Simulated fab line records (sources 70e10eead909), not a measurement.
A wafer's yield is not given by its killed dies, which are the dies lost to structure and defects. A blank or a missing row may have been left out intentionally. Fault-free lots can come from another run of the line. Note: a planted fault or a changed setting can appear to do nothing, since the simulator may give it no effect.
Chamber matching || flow nand harc || NHARC_A_M0_CMP_23 on cmp-01 has 4 sister chambers
The step polishes, t overpolish 20 s, target thk 113.75 nm. 22 wafers are shown with their chamber, then 11 later ones without.

EACH WAFER AND ITS CHAMBER
{"wafer": "L077.4", "chamber": 3, "motor current A (A)": 13.8, "time to endpoint s (s)": 28, "slurry flow ml min": 149.9}
{"wafer": "L077.5", "chamber": 3, "motor current A (A)": 13.5, "time to endpoint s (s)": 25, "slurry flow ml min": 149.8}
{"wafer": "L077.6", "chamber": 2, "motor current A (A)": 12.6, "time to endpoint s (s)": 29, "slurry flow ml min": 150.0}
{"wafer": "L074.1", "chamber": 3, "motor current A (A)": 13.2, "time to endpoint s (s)": 30, "slurry flow ml min": 149.0}
{"wafer": "L074.2", "chamber": 0, "motor current A (A)": 10.4, "time to endpoint s (s)": 24, "slurry flow ml min": 149.7}
{"wafer": "L074.4", "chamber": 1, "motor current A (A)": 13.1, "time to endpoint s (s)": 31, "slurry flow ml min": 150.1}
{"wafer": "L079.3", "chamber": 1, "motor current A (A)": 13.6, "time to endpoint s (s)": 28, "slurry flow ml min": 150.8}
{"wafer": "L079.4", "chamber": 0, "motor current A (A)": 10.5, "time to endpoint s (s)": 19, "slurry flow ml min": 149.3}
{"wafer": "L079.5", "chamber": 3, "motor current A (A)": 13.6, "time to endpoint s (s)": 28, "slurry flow ml min": 150.1}
{"wafer": "L076.1", "chamber": 1, "motor current A (A)": 12.4, "time to endpoint s (s)": 31, "slurry flow ml min": 150.1}
{"wafer": "L076.4", "chamber": 3, "motor current A (A)": 13.3, "time to endpoint s (s)": 29, "slurry flow ml min": 149.6}
{"wafer": "L076.6", "chamber": 3, "motor current A (A)": 13.5, "time to endpoint s (s)": 29, "slurry flow ml min": 150.1}
{"wafer": "L080.3", "chamber": 3, "motor current A (A)": 13.0, "time to endpoint s (s)": 31, "slurry flow ml min": 150.5}
{"wafer": "L080.4", "chamber": 1, "motor current A (A)": 14.2, "time to endpoint s (s)": 34, "slurry flow ml min": 150.3}
{"wafer": "L080.6", "chamber": 2, "motor current A (A)": 12.6, "time to endpoint s (s)": 29, "slurry flow ml min": 150.1}
{"wafer": "L081.1", "chamber": 1, "motor current A (A)": 13.0, "time to endpoint s (s)": 30, "slurry flow ml min": 149.8}
{"wafer": "L081.4", "chamber": 2, "motor current A (A)": 12.0, "time to endpoint s (s)": 29, "slurry flow ml min": 150.4}
{"wafer": "L081.5", "chamber": 1, "motor current A (A)": 13.0, "time to endpoint s (s)": 32, "slurry flow ml min": 149.9}
{"wafer": "L084.1", "chamber": 2, "motor current A (A)": 13.0, "time to endpoint s (s)": 31, "slurry flow ml min": 150.7}
{"wafer": "L084.4", "chamber": 3, "motor current A (A)": 13.2, "time to endpoint s (s)": 27, "slurry flow ml min": 150.4}
{"wafer": "L084.5", "chamber": 0, "motor current A (A)": 10.5, "time to endpoint s (s)": 25, "slurry flow ml min": 149.0}
{"wafer": "L087.2", "chamber": 3, "motor current A (A)": 13.3, "time to endpoint s (s)": 29, "slurry flow ml min": 149.5}

SIGNATURES (means of the wafers above)
{"reading": "motor current A", "chamber 0": 10.467, "chamber 1": 13.217, "chamber 2": 12.550, "chamber 3": 13.378, "scatter within a chamber": 0.4}
{"reading": "time to endpoint s", "chamber 0": 22.67, "chamber 1": 31.00, "chamber 2": 29.50, "chamber 3": 28.44, "scatter within a chamber": 1.94}
{"reading": "slurry flow ml min", "chamber 0": 149.333, "chamber 1": 150.167, "chamber 2": 150.300, "chamber 3": 149.878, "scatter within a chamber": 0.404}
Rule: for each reading, subtract the chamber's mean from the wafer's reading, divide by that reading's scatter and square the result; add these up over the readings and take the root, which gives the wafer's distance from the chamber. The wafer belongs to the nearest chamber; if the next one is less than 2 further off, it can't be placed. The scatter: the root of (the sum of the squares of (reading less its chamber's mean) over the shown wafers, divided by (wafers less chambers)).

WAFERS WITHOUT THEIR CHAMBER
{"wafer": "L087.5", "motor current A (A)": 10.4, "time to endpoint s (s)": 25, "slurry flow ml min": 150.4}
{"wafer": "L087.6", "motor current A (A)": 13.0, "time to endpoint s (s)": 34, "slurry flow ml min": 150.0}
{"wafer": "L090.1", "motor current A (A)": 14.0, "time to endpoint s (s)": 28, "slurry flow ml min": 149.8}
{"wafer": "L090.2", "motor current A (A)": 10.6, "time to endpoint s (s)": 27, "slurry flow ml min": 149.6}
{"wafer": "L090.5", "motor current A (A)": 13.0, "time to endpoint s (s)": 26, "slurry flow ml min": 149.7}
{"wafer": "L093.3", "motor current A (A)": 13.0, "time to endpoint s (s)": 29, "slurry flow ml min": 150.2}
{"wafer": "L093.5", "motor current A (A)": 12.7, "time to endpoint s (s)": 29, "slurry flow ml min": 149.9}
{"wafer": "L093.6", "motor current A (A)": 12.9, "time to endpoint s (s)": 33, "slurry flow ml min": 150.6}
{"wafer": "L094.2", "motor current A (A)": 13.6, "time to endpoint s (s)": 27, "slurry flow ml min": 149.3}
{"wafer": "L094.3", "motor current A (A)": 14.5, "time to endpoint s (s)": 33, "slurry flow ml min": 150.4}
{"wafer": "L094.4", "motor current A (A)": 10.5, "time to endpoint s (s)": 25, "slurry flow ml min": 150.2}

THE CHAMBER EACH PASSED THROUGH
{"wafer": "L087.5", "from the rows above": 0, "in truth": 0}
{"wafer": "L087.6", "from the rows above": "can't be placed: 1 or 2 or 3", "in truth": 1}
{"wafer": "L090.1", "from the rows above": "can't be placed: 3 or 1", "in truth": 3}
{"wafer": "L090.2", "from the rows above": 0, "in truth": 0}
{"wafer": "L090.5", "from the rows above": "can't be placed: 3 or 2 or 1", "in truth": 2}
{"wafer": "L093.3", "from the rows above": "can't be placed: 1 or 2 or 3", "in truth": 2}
{"wafer": "L093.5", "from the rows above": "can't be placed: 2 or 3 or 1", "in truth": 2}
{"wafer": "L093.6", "from the rows above": "can't be placed: 1 or 2 or 3", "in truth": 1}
{"wafer": "L094.2", "from the rows above": "can't be placed: 3 or 1", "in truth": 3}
{"wafer": "L094.3", "from the rows above": "can't be placed: 1 or 3 or 2", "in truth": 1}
{"wafer": "L094.4", "from the rows above": 0, "in truth": 0}
3 of 11 placed correctly. These rows do not allow placing 8 (true chamber among the candidates in 8). Wrongly placed: 0.
